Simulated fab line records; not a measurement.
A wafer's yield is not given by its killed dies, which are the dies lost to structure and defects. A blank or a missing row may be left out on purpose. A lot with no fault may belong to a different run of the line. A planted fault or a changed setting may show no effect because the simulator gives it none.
Which of the tools did it?    flow n5_finfet    36 wafers from 12 lots sampled at 4 of the route's 1938 steps

== WHAT THE GAUGES SHOWED, per wafer ==
N5_BEOL_M8_OVL_MEAS_12.
lot   measured      on          M8_OVL (nm)
L075  day 10 01:46  overlay-02  -0.7 -1.4 -0.8
L076  day 10 02:14  overlay-02  -0.1 0.9 -0.9
L078  day 10 06:05  overlay-02  1.1 0.3 1.0
L081  day 11 05:50  overlay-01  -0.9 -0.2 -0.5
L083  day 11 15:38  overlay-02  0.3 -0.8 -0.8
L086  day 12 13:14  overlay-02  0.3 -0.1 -0.5
L088  day 12 19:24  overlay-02  -1.2 -1.5 -1.2
L089  day 13 04:35  overlay-01  0.4 0.9 0.0
L091  day 13 09:46  overlay-02  0.3 -0.5 -0.7
L092  day 14 05:58  overlay-01  -0.8 -0.8 -0.3
L095  day 15 01:04  overlay-01  -0.6 -0.6 0.2
L097  day 15 11:34  overlay-01  -0.8 -0.6 -0.6

== WHAT TOOL EACH LOT RAN ON (gives the tool, then ch and the chambers of the sampled wafers, and finally the start) ==
lot   N5_BEOL_M7_ILD_DEP_00            N5_BEOL_M7_DEGAS_44           N5_BEOL_M7_ANNEAL_51
L075  pecvd-02 ch 0,1, day 9 14:54     pvd_sputter-01, day 9 21:20   rtp_anneal-02 ch 0, day 9 22:10
L076  pecvd-04 ch 0,1, day 9 15:22     pvd_sputter-01, day 9 21:44   rtp_anneal-02 ch 0, day 9 23:26
L078  pecvd-04 ch 1, day 9 20:28       pvd_sputter-03, day 10 02:11  rtp_anneal-02 ch 0, day 10 03:25
L081  pecvd-04 ch 0,1,2, day 10 17:41  pvd_sputter-01, day 10 23:44  rtp_anneal-02 ch 0, day 11 02:23
L083  pecvd-02 ch 0,1, day 11 03:32    pvd_sputter-03, day 11 10:53  rtp_anneal-02 ch 0, day 11 12:26
L086  pecvd-02 ch 0,1,2, day 12 04:13  pvd_sputter-03, day 12 07:41  rtp_anneal-01 ch 0, day 12 10:39
L088  pecvd-01 ch 0,1, day 12 08:21    pvd_sputter-01, day 12 14:14  rtp_anneal-01 ch 0, day 12 16:32
L089  pecvd-02 ch 1,2, day 12 17:28    pvd_sputter-01, day 12 21:50  rtp_anneal-01 ch 0, day 13 00:28
L091  pecvd-04 ch 0,1,2, day 13 00:03  pvd_sputter-01, day 13 05:18  rtp_anneal-01 ch 0, day 13 07:37
L092  pecvd-02 ch 0,1,2, day 13 15:50  pvd_sputter-01, day 13 21:44  rtp_anneal-02 ch 0, day 14 00:29
L095  pecvd-02 ch 1,2, day 14 11:04    pvd_sputter-02, day 14 19:28  rtp_anneal-01 ch 0, day 14 21:20
L097  pecvd-04 ch 1,2, day 15 01:46    pvd_sputter-03, day 15 07:22  rtp_anneal-01 ch 0, day 15 09:19
- N5_BEOL_M7_ILD_DEP_00: deposits SiCOH lowk from DEMS/porogen, target thk 179.75 nm, time 33.4 s.
- N5_BEOL_M7_DEGAS_44: time 60 s.
- N5_BEOL_M7_ANNEAL_51: time 90 s.

== THE ANSWER, worked out from the rows above alone ==
Rule: the lots themselves supply what counts as usual. Put in order of their means at a reading, lots are off if they are a third of the lots or fewer, leave a main group of 4 or more, and stand apart from it by a gap of 3 or more times the standard deviation of the main group's means; of several such gaps the widest counts. Not used: any main group whose means are identical at the precision the tables above print for the reading. A lot without any number at a reading at which 4 lots or more have one is off too. All remaining lots with rows at the step are treated as sound.
No lot is off on any of the readings shown, so nothing can be concluded from this.

== WHAT HAD BEEN PUT IN BY THE SIMULATOR ==
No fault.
